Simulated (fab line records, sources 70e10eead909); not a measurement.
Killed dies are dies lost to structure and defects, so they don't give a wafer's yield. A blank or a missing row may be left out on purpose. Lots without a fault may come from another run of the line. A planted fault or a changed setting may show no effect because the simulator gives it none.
fab line records | flow nand_harc
record lots=23 wafers=69 last_day=33
route steps=1302 shown P_BONDPAD@369 A_SOURCE_PLATE@420 A_ONON_D1@446 A_CHANNEL_HOLE_D1@450
lots that met no fault: from a run of the same line without faults
start_h: hours from the record's first day to the start of the lot's first wafer shown | wait_h: hours since the lot's step before | " the same as in the row above | L1.1+2: a row that stands for several wafers | - no value, or no start given | * or withheld: withheld | < > ~ a bound
route shown NAME@n: a module of which the file shows steps, and the number in the route of the first | usual: mean/standard deviation of fault-free wafers | same: alike in all rows | chamber/n: place in a boat | sites: the reading at each site | _std_site: their standard deviation | _edge_site: outer sites' mean less inner sites' | radius_mm: how far each site lies from the wafer's centre | mask NAME#n: copy n | behind: the tool/chamber that last shaped the wafer | hold: why the lot was held/for how many hours/how that ended | device: the transistor (n, p or np) that didn't switch | end of line: the same wafers' tests at the end of the route | a step without rows: its recipe alone | killed: dies lost to structure and defects at the first sort, not the wafer's yield | map: a wafer's dies, x killed, . not, _ none there
set.NAME: the setting as run; set.NAME@STEP: as run at that earlier step | model.NAME: the simulator's own value behind a step, which no gauge read
steps of the route over a sample of lots; a table a step, a row a wafer
services: from which hour (start_h, from the record's first day; less than 0 if before it) a tool's chamber was out of use, for how many hours, and why
## steps
# step NHARC_P_BONDPAD_ETCH_12
# recipe target_depth_a=2000 time_s=100 chf3_flow_sccm=50 o2_flow_sccm=10 ar_flow_sccm=200 rf_w=500 bias_w=200 chemistry=CHF3/O2
# usual bias_w=200.1/0.61 chamber_pressure_mTorr=25.001/0.021 drypump_motor_current_A=5.8/0.37 oes_product_au=0.947/0.024 rf_fwd_power_W=496.5/1.8 rf_vpp_V=370.3/2.4 showerhead_plenum_p_Torr=2.39/0.11 throttle_valve_pct=20.572/0.0086
# columns lot.wafer tool chamber start_h wait_h bias_w chamber_pressure_mTorr drypump_motor_current_A oes_product_au rf_fwd_power_W rf_hours_counter_h rf_vpp_V showerhead_plenum_p_Torr throttle_valve_pct
L074.1 rie_diel-06 2 - - 200.1 25.006 5.7 0.965 494.6 0 372.4 2.50 20.559
L074.6 " 2 " " 201.4 25.016 5.7 0.969 495.9 - 373.1 2.50 20.577
L074.5 " 0 " " 200.4 24.988 6.3 0.942 498.4 - 367.7 2.25 20.574
L075.2 rie_diel-08 3 - - 200.2 25.006 5.7 0.943 496.3 7 374.6 2.55 20.592
L075.1 " 0 " " 199.1 24.977 5.9 0.932 497.7 8 367.1 2.24 20.577
L075.5 " 3 " " 200.0 24.967 5.7 0.944 498.4 - 372.2 2.55 20.567
L076.1 rie_diel-02 1 - - 200.2 25.006 5.3 0.922 494.5 7 368.5 2.28 20.570
L076.3 " 2 " " 200.0 24.987 5.4 0.917 497.6 7 369.3 2.35 20.589
L076.5 " 3 " " 199.6 24.989 5.4 0.947 497.6 - 369.9 2.41 20.584
L077.1 rie_diel-06 0 - - 200.9 25.015 6.4 0.923 496.3 1 368.0 2.25 20.564
L077.2 " 1 " " 198.8 24.984 5.7 0.952 496.6 1 372.8 2.37 20.549
L077.6 " 0 " " 200.0 25.007 6.4 0.943 497.0 - 367.8 2.25 20.569
L078.2 rie_diel-02 2 - - 200.3 24.979 5.4 0.931 500.9 8 370.6 2.35 20.569
L078.1 " 3 " " 200.1 25.024 5.4 0.945 494.6 6 371.5 2.41 20.574
L078.4 " 2 " " 200.1 25.040 5.4 0.915 496.8 - 369.7 2.35 20.572
L079.3 rie_diel-06 0 - - 199.1 25.000 6.3 0.910 496.6 2 367.7 2.25 20.563
L079.4 " 1 " " 200.3 24.978 5.7 0.926 496.3 2 370.5 2.37 20.570
L079.2 " 2 " " 199.1 25.012 5.7 0.923 498.1 2 371.9 2.50 20.554
L080.4 rie_diel-02 0 - - 200.8 25.063 6.4 0.921 493.6 7 373.2 2.58 20.566
L080.2 " 1 " " 201.0 24.989 5.3 0.925 496.5 8 367.5 2.28 20.570
L080.5 " 0 " " 199.9 25.013 6.3 0.912 494.7 - 375.4 2.58 20.560
L082.2 rie_diel-08 0 - - 200.0 24.992 5.9 0.953 497.9 0 366.2 2.24 20.574
L082.6 " 3 " " 201.7 25.019 5.7 0.971 500.5 - 372.5 2.55 20.579
L082.5 " 0 " " 200.4 25.044 5.9 0.959 496.3 - 368.0 2.24 20.569
L083.1 rie_diel-02 3 - - 199.3 25.015 5.4 0.991 498.8 0 371.5 2.41 20.572
L083.6 " 3 " " 200.1 25.004 5.4 0.990 497.5 - 370.9 2.41 20.572
L083.5 " 0 " " 199.1 24.977 6.4 0.950 494.8 - 376.1 2.58 20.568
L084.4 rie_diel-08 1 - - 200.7 24.971 6.1 0.928 497.3 2 373.1 2.44 20.550
L084.1 " 2 " " 199.3 24.996 5.3 0.932 494.7 2 369.8 2.43 20.565
L084.6 " 1 " " 201.4 24.966 6.1 0.918 499.1 - 372.0 2.44 20.571
L085.2 rie_diel-02 3 - - 200.1 25.016 5.4 0.983 501.4 1 371.8 2.41 20.575
L085.3 " 1 " " 200.1 25.008 5.3 0.957 496.8 1 368.9 2.28 20.563
L085.5 " 2 " " 200.2 25.023 5.4 0.981 500.3 - 369.3 2.35 20.568
L086.3 rie_diel-02 1 - - 199.2 24.974 5.3 0.921 495.8 1 368.3 2.28 20.557
L086.1 " 3 " " 200.1 24.997 5.4 0.935 496.6 1 371.3 2.41 20.563
L086.2 " 0 " " 200.0 25.022 6.4 0.932 497.0 1 373.7 2.58 20.578
L087.4 rie_diel-06 3 - - 200.1 25.009 5.7 0.971 498.5 3 370.3 2.40 20.580
L087.3 " 1 " " 200.3 24.999 5.7 0.973 494.3 4 370.1 2.37 20.587
L087.6 " 0 " " 200.1 25.032 6.3 0.965 496.0 - 368.5 2.25 20.566
L088.1 rie_diel-06 0 - - 200.8 25.010 6.4 0.918 498.6 4 367.2 2.25 20.561
L088.3 " 1 " " 199.8 24.953 5.7 0.918 497.5 4 370.0 2.37 20.581
L088.6 " 3 " " 200.0 25.005 5.7 0.925 494.7 - 371.5 2.40 20.576
L089.1 rie_diel-02 0 - - 199.5 25.010 6.4 0.978 493.3 3 373.9 2.58 20.571
L089.6 " 3 " " 199.8 24.996 5.4 0.971 497.4 - 370.6 2.41 20.565
L089.4 " 0 " " 199.4 25.021 6.4 0.976 491.5 - 374.7 2.58 20.572
L090.1 rie_diel-06 2 - - 199.8 24.996 5.7 0.920 496.5 6 373.1 2.50 20.570
L090.3 " 3 " " 200.5 24.976 5.7 0.938 493.3 3 369.1 2.40 20.588
L090.6 " 0 " " 200.5 25.048 6.3 0.918 494.5 - 367.2 2.25 20.573
L091.1 rie_diel-08 3 - - 200.2 25.017 5.7 0.932 497.2 5 373.3 2.55 20.579
L091.6 " 2 " " 200.7 24.984 5.3 0.924 496.0 - 370.3 2.43 20.565
L091.5 " 3 " " 199.2 24.997 5.8 0.932 497.5 - 373.3 2.55 20.578
L092.3 rie_diel-06 0 - - 199.2 25.000 6.3 0.948 496.4 0 368.1 2.25 20.575
L092.1 " 1 " " 199.9 25.024 5.7 0.987 496.8 0 368.7 2.37 20.573
L092.4 " 2 " " 200.4 25.010 5.7 0.981 495.1 0 372.2 2.50 20.584
L093.2 rie_diel-02 2 - - 199.0 25.035 5.4 0.990 495.2 4 369.4 2.34 20.577
L093.3 " 3 " " 200.9 24.992 5.4 0.994 497.5 5 371.1 2.41 20.563
L093.6 " 0 " " 199.9 24.982 6.4 0.961 495.3 - 374.9 2.58 20.564
L094.3 rie_diel-08 0 - - 200.7 25.012 5.9 0.926 496.0 7 368.4 2.24 20.573
L094.4 " 1 " " 200.1 25.014 6.1 0.930 496.6 9 371.9 2.44 20.579
L094.6 " 1 " " 200.2 24.975 6.1 0.943 498.0 - 371.3 2.44 20.574
L095.2 rie_diel-06 3 - - 201.2 24.971 5.7 0.943 493.9 1 370.0 2.40 20.581
L095.3 " 1 " " 200.8 24.979 5.7 0.953 495.3 1 369.3 2.37 20.570
L095.6 " 3 " " 200.2 25.025 5.7 0.941 495.7 - 369.9 2.40 20.560
L096.3 rie_diel-08 0 - - 199.4 24.952 5.9 0.928 496.6 8 364.8 2.24 20.568
L096.4 " 3 " " 200.5 25.012 5.7 0.929 496.9 8 373.2 2.55 20.570
L096.6 " 0 " " 199.7 25.002 5.9 0.924 495.5 - 366.6 2.24 20.590
L097.3 rie_diel-02 1 - - 200.9 25.007 5.3 0.980 495.2 7 367.6 2.28 20.566
L097.1 " 3 " " 201.0 25.014 5.3 0.980 498.5 8 371.9 2.40 20.577
L097.6 " 1 " " 200.9 25.044 5.3 0.993 496.0 - 367.0 2.28 20.574
# step NHARC_P_BONDPAD_STRIP_15
# recipe o2_flow_sccm=500 ar_flow_sccm=0 bias_w=0 chemistry=O2
# usual chamber_pressure_mTorr=60.00/0.057 drypump_motor_current_A=5.8/0.39 oes_product_au=1.002/0.012 rf_vpp_V=57.7/0.96 showerhead_plenum_p_Torr=3.53/0.15 throttle_valve_pct=17.036/0.0092
# same bias_w=0
# columns lot.wafer tool chamber start_h wait_h chamber_pressure_mTorr drypump_motor_current_A oes_product_au rf_hours_counter_h rf_vpp_V showerhead_plenum_p_Torr throttle_valve_pct
L074.1 rie_diel-02 2 139.97 0.1 59.96 5.4 0.983 6.5 56.6 3.45 17.029
L074.5 " 0 " " 60.05 6.4 0.983 - 56.2 3.79 17.049
L074.6 " 1 " " 60.05 5.3 1.010 - 57.8 3.35 17.051
L075.2 rie_diel-06 2 147.75 0.1 59.99 5.7 1.007 0.2 57.7 3.67 17.034
L075.1 " 1 " " 59.90 5.7 0.999 0.2 58.3 3.48 17.036
L075.5 " 0 " " 60.05 6.4 0.996 - 59.1 3.31 17.040
L076.3 rie_diel-08 2 151.80 0.1 59.99 5.3 1.027 7.3 57.8 3.58 17.048
L076.1 " 3 " " 59.92 5.7 1.019 7.2 59.0 3.74 17.046
L076.5 " 1 " " 59.92 6.1 1.002 - 60.4 3.58 17.033
L077.2 rie_diel-06 1 170.82 0.1 60.02 5.7 0.995 1.1 57.4 3.48 17.021
L077.1 " 2 " " 60.02 5.7 0.991 1.1 58.3 3.67 17.040
L077.6 " 1 " " 60.00 5.7 0.992 - 56.5 3.48 17.031
L078.1 rie_diel-06 2 172.14 0.1 60.02 5.7 0.989 1.2 57.7 3.67 17.050
L078.2 " 1 " " 60.01 5.7 1.003 1.2 57.5 3.48 17.033
L078.4 " 2 " " 60.05 5.7 0.986 - 57.4 3.67 17.026
L079.4 rie_diel-02 3 189.18 0.1 59.93 5.4 1.011 6.3 57.9 3.54 17.030
L079.2 " 1 " " 59.99 5.3 0.986 8.4 58.2 3.35 17.037
L079.3 " 2 " " 60.02 5.4 0.996 8.4 57.4 3.45 17.038
L080.2 rie_diel-06 1 196.63 0.1 59.98 5.7 0.996 2.5 57.7 3.48 17.030
L080.4 " 0 " " 59.99 6.4 0.975 2.2 57.5 3.31 17.035
L080.5 " 2 " " 59.93 5.7 1.002 - 57.4 3.67 17.016
L082.2 rie_diel-02 1 212.63 0.1 60.06 5.3 1.002 9.9 58.2 3.35 17.033
L082.6 " 3 " " 59.94 5.4 1.019 - 56.7 3.54 17.043
L082.5 " 0 " " 59.96 6.4 0.998 - 57.7 3.78 17.033
L083.1 rie_diel-06 3 230.38 0.1 60.00 5.7 1.011 1.2 57.6 3.53 17.033
L083.6 " 2 " " 59.96 5.7 1.013 - 57.8 3.67 17.041
L083.5 " 3 " " 60.01 5.7 1.013 - 57.2 3.53 17.039
L084.4 rie_diel-02 0 237.16 0.1 59.99 6.4 1.002 0.5 57.8 3.78 17.044
L084.1 " 1 " " 59.93 5.3 0.993 0.6 58.7 3.35 17.034
L084.6 " 3 " " 59.96 5.4 1.009 - 58.6 3.54 17.049
L085.3 rie_diel-02 3 246.43 0.1 60.07 5.4 1.005 0.8 57.4 3.54 17.027
L085.2 " 0 " " 59.95 6.4 0.991 0.7 58.7 3.78 17.018
L085.5 " 0 " " 60.18 6.4 0.991 - 59.0 3.78 17.027
L086.2 rie_diel-06 0 251.99 0.1 60.08 6.4 0.978 3.2 56.7 3.31 17.044
L086.3 " 1 " " 60.13 5.7 0.990 3.5 57.8 3.48 17.040
L086.1 " 3 " " 59.95 5.7 0.995 1.5 56.0 3.53 17.029
L087.3 rie_diel-02 2 275.41 0.1 59.99 5.4 1.008 2.1 58.7 3.45 17.046
L087.4 " 0 " " 60.07 6.4 1.009 - 59.1 3.78 17.028
L087.6 " 3 " " 60.02 5.4 1.014 - 58.2 3.54 17.034
L088.1 rie_diel-02 3 277.41 0.1 60.04 5.4 1.012 2.5 57.1 3.54 17.020
L088.3 " 0 " " 60.00 6.4 1.011 2.5 59.2 3.78 17.039
L088.6 " 2 " " 60.05 5.4 1.013 - 56.3 3.45 17.046
L089.4 rie_diel-06 1 280.59 0.1 60.00 5.7 0.998 4.8 58.0 3.48 17.044
L089.1 " 3 " " 60.07 5.7 1.007 3.3 57.1 3.53 17.044
L089.6 " 1 " " 59.93 5.7 0.990 - 57.5 3.48 17.039
L090.1 rie_diel-02 2 296.10 0.1 59.96 5.4 1.003 3.1 56.4 3.45 17.005
L090.3 " 0 " " 59.93 6.4 0.998 3.3 59.1 3.78 17.026
L090.6 " 3 " " 60.03 5.4 1.022 - 58.8 3.54 17.032
L091.1 rie_diel-08 0 301.49 0.1 60.01 6.0 1.002 5.9 56.9 3.30 17.036
L091.6 " 0 " " 60.03 5.9 1.005 - 57.6 3.30 17.028
L091.5 " 1 " " 60.00 6.1 1.013 - 55.8 3.58 17.031
L092.3 rie_diel-08 3 318.67 0.1 60.09 5.7 1.005 6.1 57.7 3.74 17.029
L092.1 " 1 " " 59.99 6.1 1.016 7.1 57.2 3.58 17.035
L092.4 " 3 " " 59.98 5.8 1.008 - 57.8 3.74 17.041
L093.2 rie_diel-06 0 319.02 0.1 59.98 6.4 0.979 0.1 56.4 3.30 17.031
L093.3 " 2 " " 60.09 5.7 1.005 0.1 58.3 3.66 17.035
L093.6 " 0 " " 60.03 6.4 0.986 - 56.4 3.30 17.025
L094.4 rie_diel-08 3 339.52 0.1 60.01 5.8 1.002 7.1 55.4 3.74 17.040
L094.3 " 0 " " 59.88 6.0 0.994 7.0 56.2 3.30 17.030
L094.6 " 2 " " 59.90 5.3 1.005 - 56.9 3.57 17.045
L095.3 rie_diel-02 3 342.95 0.1 59.98 5.4 1.021 6.2 58.2 3.53 17.043
L095.2 " 1 " " 60.08 5.3 1.011 5.1 56.6 3.35 17.042
L095.6 " 2 " " 60.07 5.4 1.013 - 58.8 3.44 17.034
L096.3 rie_diel-08 3 356.40 0.1 60.00 5.7 0.996 8.0 57.8 3.74 17.043
L096.4 " 1 " " 60.02 6.1 1.004 9.4 58.1 3.58 17.020
L096.6 " 3 " " 59.99 5.8 0.994 - 57.9 3.74 17.048
L097.1 rie_diel-06 3 372.15 0.1 60.01 5.7 1.008 1.5 58.9 3.53 17.028
L097.3 " 1 " " 60.01 5.7 1.000 1.8 57.1 3.48 17.041
L097.6 " 0 " " 60.02 6.3 0.983 - 56.5 3.30 17.030
# step NHARC_P_BONDPAD_PVD_17
# recipe target_thk_a=50 bias_v=168.6 power_w=15000 chamber_pressure_pa=0.12 time_s=8.06 substrate_temp_c=50 material=TaN
# usual cathode_dc_power_W=15000/2.6 throttle_valve_pct=30.3/1.1
# columns lot.wafer tool chamber start_h wait_h cathode_dc_power_W throttle_valve_pct
L074.1 pvd_sputter-01 - - - 14999 30.1
L074.5 " - " " 14999 30.5
L074.6 " - " " 14999 30.9
L075.2 pvd_sputter-01 - - - 15000 31.1
L075.1 " - " " 15001 30.3
L075.5 " - " " 15002 30.8
L076.1 pvd_sputter-02 - - - 15000 29.9
L076.3 " - " " 14999 31.4
L076.5 " - " " 14999 30.2
L077.2 pvd_sputter-01 - - - 14997 30.8
L077.1 " - " " 15000 29.2
L077.6 " - " " 15001 30.9
L078.4 pvd_sputter-02 - - - 15003 32.1
L078.2 " - " " 15002 31.3
L078.1 " - " " 15000 30.3
L079.3 pvd_sputter-03 - - - 15000 30.2
L079.2 " - " " 15003 28.5
L079.4 " - " " 14999 30.1
L080.2 pvd_sputter-02 - - - 15001 31.1
L080.4 " - " " 14996 30.5
L080.5 " - " " 15001 31.1
L082.2 pvd_sputter-03 - - - 15000 30.3
L082.5 " - " " 14997 28.5
L082.6 " - " " 15000 29.8
L083.1 pvd_sputter-03 - - - 14998 29.9
L083.6 " - " " 14999 29.0
L083.5 " - " " 15002 30.2
L084.4 pvd_sputter-01 - - - 15000 31.7
L084.1 " - " " 15000 30.7
L084.6 " - " " 14998 31.9
L085.2 pvd_sputter-03 - - - 14996 30.1
L085.3 " - " " 15003 28.4
L085.5 " - " " 14996 28.1
L086.2 pvd_sputter-03 - - - 15002 30.3
L086.3 " - " " 14998 28.2
L086.1 " - " " 15000 30.0
L087.3 pvd_sputter-02 - - - 14999 32.3
L087.4 " - " " 15006 29.9
L087.6 " - " " 15002 29.8
L088.1 pvd_sputter-02 - - - 15000 31.6
L088.3 " - " " 15005 32.2
L088.6 " - " " 15002 31.3
L089.1 pvd_sputter-01 - - - 14999 30.5
L089.4 " - " " 14998 31.0
L089.6 " - " " 14998 29.2
L090.3 pvd_sputter-02 - - - 15000 32.4
L090.1 " - " " 14998 29.9
L090.6 " - " " 15006 30.5
L091.1 pvd_sputter-03 - - - 14993 29.2
L091.5 " - " " 15001 28.9
L091.6 " - " " 14999 29.9
L092.3 pvd_sputter-03 - - - 15000 29.0
L092.1 " - " " 14998 28.6
L092.4 " - " " 15003 29.7
L093.3 pvd_sputter-02 - - - 15005 30.5
L093.2 " - " " 15000 30.7
L093.6 " - " " 14999 30.5
L094.4 pvd_sputter-03 - - - 15002 28.3
L094.3 " - " " 15001 29.8
L094.6 " - " " 15004 28.7
L095.3 pvd_sputter-03 - - - 14997 29.8
L095.2 " - " " 14999 28.8
L095.6 " - " " 15002 29.1
L096.4 pvd_sputter-01 - - - 15001 29.2
L096.3 " - " " 15001 30.6
L096.6 " - " " 15000 29.4
L097.3 pvd_sputter-02 - - - 14998 31.5
L097.1 " - " " 14999 31.0
L097.6 " - " " 14998 31.7
# step NHARC_A_SOURCE_PLATE_THK_MEAS_06
# recipe thk_meas_gauge=ellipsometry
# usual thk_nm=199.9/2
# columns lot.wafer tool chamber start_h wait_h thk_nm
L074.1 film_metro-02 - 161.87 0.4 202.4
L074.5 " - " " 201.0
L074.6 " - " " 202.8
L075.1 film_metro-01 - 172.16 0.4 202.1
L075.2 " - " " 199.4
L075.5 " - " " 201.4
L076.1 film_metro-01 - 176.43 0.4 202.1
L076.3 " - " " 198.9
L076.5 " - " " 199.6
L077.1 film_metro-02 - 195.64 0.4 196.5
L077.2 " - " " 195.5
L077.6 " - " " 198.4
L078.1 film_metro-01 - 195.64 0.4 196.8
L078.2 " - " " 197.2
L078.4 " - " " 197.4
L079.2 film_metro-02 - 213.82 0.4 197.4
L079.3 " - " " 200.2
L079.4 " - " " 201.9
L080.2 film_metro-02 - 220.89 0.4 200.5
L080.4 " - " " 199.3
L080.5 " - " " 199.2
L082.2 film_metro-01 - 237.79 0.4 200.1
L082.5 " - " " 200.6
L082.6 " - " " 202.1
L083.1 film_metro-01 - 256.06 0.4 200.3
L083.5 " - " " 201.3
L083.6 " - " " 203.0
L084.1 film_metro-01 - 263.19 0.4 200.5
L084.4 " - " " 199.1
L084.6 " - " " 199.9
L085.2 film_metro-02 - 273.81 0.4 201.7
L085.3 " - " " 204.1
L085.5 " - " " 203.2
L086.1 film_metro-02 - 279.45 0.4 199.9
L086.2 " - " " 200.4
L086.3 " - " " 198.3
L088.1 film_metro-01 - 301.55 0.4 197.7
L088.3 " - " " 197.2
L088.6 " - " " 198.1
L087.3 film_metro-02 - 301.55 0.4 201.6
L087.4 " - " " 201.4
L087.6 " - " " 201.2
L089.1 film_metro-01 - 307.91 0.4 200.5
L089.4 " - " " 202.7
L089.6 " - " " 201.4
L091.1 film_metro-01 - 324.10 0.4 201.5
L091.5 " - " " 200.9
L091.6 " - " " 199.9
L090.1 film_metro-02 - 324.10 0.4 201.9
L090.3 " - " " 202.2
L090.6 " - " " 201.6
L092.1 film_metro-01 - 343.03 0.4 198.6
L092.3 " - " " 198.8
L092.4 " - " " 199.3
L093.2 film_metro-02 - 343.03 0.4 200.7
L093.3 " - " " 197.9
L093.6 " - " " 201.0
L094.3 film_metro-01 - 365.23 0.4 201.9
L094.4 " - " " 203.6
L094.6 " - " " 203.1
L095.2 film_metro-02 - 365.23 0.4 199.0
L095.3 " - " " 197.1
L095.6 " - " " 197.2
L096.3 film_metro-01 - 381.05 0.4 199.2
L096.4 " - " " 202.9
L096.6 " - " " 200.8
L097.1 film_metro-01 - 398.98 0.4 196.4
L097.3 " - " " 198.5
L097.6 " - " " 196.9
# step NHARC_A_ONON_D1_DEP_33
# recipe target_thk_a=2000 temp_c=400 pressure_torr=6.5 rf_w=900 teos_flow_sccm=161.4 flow_sccm=2650 target_thk_nm=200 gas=O2 material=SiO2
# usual heater_power_w=547/90 rf_fwd_power_W=898.1/2.8 susceptor_temp_C=399.97/0.22 throttle_valve_pct=16.2/0.46
# columns lot.wafer tool chamber start_h wait_h heater_power_w rf_fwd_power_W susceptor_temp_C throttle_valve_pct
L074.1 pecvd-02 1 174.92 0.1 593 896.3 400.03 16.3
L074.6 " 2 " " 459 890.3 399.98 16.1
L074.5 " 1 " " 621 898.6 400.11 16.3
L075.1 pecvd-02 1 185.12 0.1 475 893.7 399.93 16.3
L075.2 " 2 " " 486 900.5 400.13 16.2
L075.5 " 1 " " 503 891.8 399.81 16.2
L076.3 pecvd-01 2 193.13 0.1 494 899.4 399.67 16.5
L076.1 " 0 " " 526 892.6 400.13 16.4
L076.5 " 2 " " 510 899.6 399.65 16.6
L078.2 pecvd-03 1 209.89 0.1 347 900.4 399.49 16.4
L078.1 " 0 " " 649 898.7 399.58 16.0
L078.4 " 2 " " 530 901.5 399.73 15.2
L077.1 pecvd-01 1 209.91 0.1 566 897.1 399.80 15.8
L077.2 " 0 " " 492 905.3 400.07 15.9
L077.6 " 1 " " 569 899.4 399.79 15.7
L079.3 pecvd-01 1 227.22 0.1 596 897.6 400.18 15.7
L079.2 " 2 " " 567 896.5 399.57 16.6
L079.4 " 2 " " 431 902.3 399.88 17.0
L080.2 pecvd-01 1 234.24 0.1 616 897.4 400.32 15.8
L080.4 " 0 " " 541 898.5 399.99 16.1
L080.5 " 1 " " 595 898.0 400.00 16.2
L082.2 pecvd-03 2 251.64 0.1 633 903.1 400.26 15.5
L082.6 " 1 " " 453 896.2 400.18 16.8
L082.5 " 2 " " 649 898.5 400.24 15.4
L083.1 pecvd-03 1 270.80 0.1 420 894.3 399.89 16.7
L083.5 " 1 " " 430 896.7 400.10 16.7
L083.6 " 2 " " 627 899.5 399.95 15.4
L084.1 pecvd-02 2 280.41 0.1 436 895.5 399.95 16.5
L084.6 " 1 " " 602 901.3 399.66 16.3
L084.4 " 2 " " 451 897.1 400.05 16.5
L085.2 pecvd-03 0 287.13 0.1 735 896.4 400.02 16.2
L085.3 " 2 " " 574 902.1 399.90 15.4
L085.5 " 2 " " 593 905.8 400.25 15.4
L086.3 pecvd-03 2 292.47 0.1 647 897.8 400.04 15.4
L086.1 " 0 " " 682 897.5 400.09 16.4
L086.2 " 1 " " 426 892.5 399.69 16.9
L087.3 pecvd-03 1 316.52 0.1 430 901.2 399.57 16.9
L087.6 " 1 " " 450 898.4 399.98 17.1
L087.4 " 0 " " 729 897.8 399.76 16.7
L088.3 pecvd-02 2 316.52 0.1 438 896.8 399.87 16.5
L088.1 " 1 " " 602 897.5 399.76 16.0
L088.6 " 0 " " 474 899.2 400.33 16.3
L089.1 pecvd-03 0 322.12 0.3 627 900.8 399.83 16.7
L089.4 " 1 " " 393 898.7 400.30 16.7
L089.6 " 2 " " 614 897.9 399.80 15.4
L090.1 pecvd-02 0 337.16 0.1 515 897.1 399.73 16.4
L090.3 " 1 " " 641 895.9 399.89 16.1
L090.6 " 2 " " 488 900.2 399.94 16.7
L091.1 pecvd-01 1 337.35 0.3 463 896.4 400.34 15.9
L091.6 " 0 " " 520 894.4 399.64 15.9
L091.5 " 1 " " 486 900.0 400.37 16.0
L092.3 pecvd-03 0 356.06 0.1 683 900.9 399.75 16.5
L092.1 " 2 " " 589 902.2 399.90 15.5
L092.4 " 2 " " 602 898.4 400.10 15.6
L093.2 pecvd-01 1 356.10 0.1 480 896.3 400.20 16.3
L093.3 " 2 " " 556 892.1 399.71 16.0
L093.6 " 0 " " 530 899.8 399.79 15.8
L094.3 pecvd-03 1 379.84 0.1 422 894.4 399.65 16.1
L094.4 " 1 " " 438 895.9 399.91 15.8
L094.6 " 2 " " 571 896.8 400.16 15.1
L095.2 pecvd-02 1 379.87 0.1 549 897.1 399.84 16.3
L095.3 " 1 " " 562 899.3 399.57 16.4
L095.6 " 0 " " 492 897.6 399.79 16.4
L096.3 pecvd-01 1 395.20 0.1 523 896.8 400.05 16.3
L096.6 " 2 " " 642 895.8 399.88 16.4
L096.4 " 0 " " 570 898.6 400.18 15.9
L097.3 pecvd-01 1 411.83 0.1 533 896.6 399.77 16.3
L097.1 " 0 " " 565 895.8 399.87 15.9
L097.6 " 0 " " 555 899.5 399.64 15.7
# step NHARC_A_CHANNEL_HOLE_D1_DEP_00
# recipe target_thk_a=31000 temp_c=400 material=aC
# usual susceptor_temp_C=399.97/0.21 throttle_valve_pct=35.000/0.009
# columns lot.wafer tool chamber start_h wait_h susceptor_temp_C throttle_valve_pct
L074.1 acl_dep-02 0 175.37 0.1 400.27 34.993
L074.5 " 0 176.64 1.3 399.89 35.002
L074.6 " 0 " " 400.02 34.992
L075.1 acl_dep-03 0 189.21 3.6 400.07 35.010
L075.2 " 0 " " 399.93 34.989
L075.5 " 0 " " 400.35 34.993
L076.1 acl_dep-02 0 199.57 6.0 400.49 35.011
L076.3 " 0 " " 400.08 35.003
L076.5 " 0 " " 400.09 34.997
L078.1 acl_dep-02 0 210.42 0.1 - 35.006
L078.2 " 0 " " - 34.985
L078.4 " 0 " " - 34.989
L077.1 acl_dep-03 0 211.19 0.8 399.84 34.996
L077.2 " 0 " " 399.98 34.997
L077.6 " 0 212.78 2.4 399.92 35.016
L079.2 acl_dep-01 0 230.01 2.3 399.80 35.003
L079.3 " 0 " " 399.99 34.998
L079.4 " 0 " " 399.76 35.004
L080.2 acl_dep-01 0 235.05 0.4 - 35.028
L080.4 " 0 " " - 35.008
L080.5 " 0 " " - 35.013
L082.2 acl_dep-01 0 253.07 1.0 399.94 35.000
L082.5 " 0 " " 399.95 35.012
L082.6 " 0 " " 399.69 35.016
L083.1 acl_dep-01 0 275.08 3.8 399.53 35.002
L083.5 " 0 276.34 5.1 399.93 35.001
L083.6 " 0 " " 400.09 34.999
L084.1 acl_dep-02 0 281.72 0.9 - 35.007
L084.4 " 0 " " - 34.986
L084.6 " 0 " " - 34.998
L085.2 acl_dep-01 0 288.80 1.2 400.03 35.004
L085.3 " 0 " " 400.31 35.008
L085.5 " 0 " " 400.02 35.000
L086.1 acl_dep-01 0 293.04 0.1 399.88 34.995
L086.2 " 0 " " 400.18 35.004
L086.3 " 0 " " 399.77 35.005
L087.3 acl_dep-01 0 318.85 1.8 400.19 35.006
L087.4 " 0 " " 399.74 34.995
L087.6 " 0 " " 399.99 34.995
L088.1 acl_dep-03 0 319.42 2.4 399.71 35.005
L088.3 " 0 " " 399.91 35.008
L088.6 " 0 " " 400.09 35.007
L089.1 acl_dep-02 0 322.69 0.1 399.66 35.009
L089.4 " 0 " " 399.77 34.987
L089.6 " 0 " " 399.76 34.990
L090.1 acl_dep-01 0 337.66 0.1 399.61 34.992
L090.3 " 0 " " 399.63 34.996
L090.6 " 0 " " 400.03 35.005
L091.1 acl_dep-03 0 337.85 0.1 400.08 34.982
L091.5 " 0 339.13 1.3 399.81 34.991
L091.6 " 0 " " 400.17 35.011
L092.1 acl_dep-01 0 359.76 3.2 400.00 35.006
L092.3 " 0 " " 400.09 35.016
L092.4 " 0 " " 399.88 34.987
L093.2 acl_dep-03 0 360.10 3.6 - 35.011
L093.3 " 0 " " - 34.985
L093.6 " 0 " " - 35.002
L094.3 acl_dep-01 0 382.01 1.7 400.20 34.998
L094.4 " 0 " " 399.98 35.008
L094.6 " 0 " " 400.09 34.998
L095.2 acl_dep-02 0 382.18 1.8 399.95 35.007
L095.3 " 0 " " 400.28 34.995
L095.6 " 0 " " 400.16 35.014
L096.3 acl_dep-02 0 397.08 1.5 399.76 35.004
L096.4 " 0 " " 399.76 35.002
L096.6 " 0 " " 400.06 35.009
L097.1 acl_dep-02 0 413.04 0.7 - 35.009
L097.3 " 0 " " - 34.994
L097.6 " 0 " " - 34.996
## services
# columns tool chamber start_h hours kind
rie_diel-06 3 115.88 66.9 repair
rie_diel-06 - 130.20 9.0 pm
rie_diel-08 0 131.82 3.2 repair
rie_diel-02 3 139.13 6.1 repair
pvd_sputter-03 - 146.82 1.5 repair
rie_diel-06 - 148.71 4.3 repair
rie_diel-02 0 171.87 11.7 repair
rie_diel-06 2 183.53 1.7 repair
acl_dep-01 - 187.37 13.0 pm
rie_diel-08 - 190.80 9.0 pm
rie_diel-06 0 209.24 4.9 repair
rie_diel-06 1 213.51 4.5 repair
rie_diel-02 - 216.74 9.0 pm
rie_diel-02 3 261.46 5.8 repair
rie_diel-02 1 273.12 7.3 repair
rie_diel-06 - 307.20 9.0 pm
rie_diel-02 3 309.74 1.7 repair
rie_diel-08 0 310.99 14.5 repair
rie_diel-02 2 361.85 3.5 repair
rie_diel-08 - 367.80 9.0 pm
acl_dep-01 - 368.37 13.0 pm
rie_diel-02 - 393.74 9.0 pm
rie_diel-08 - 410.45 1.1 repair
rie_diel-06 3 413.62 12.3 repair
## key
fault none
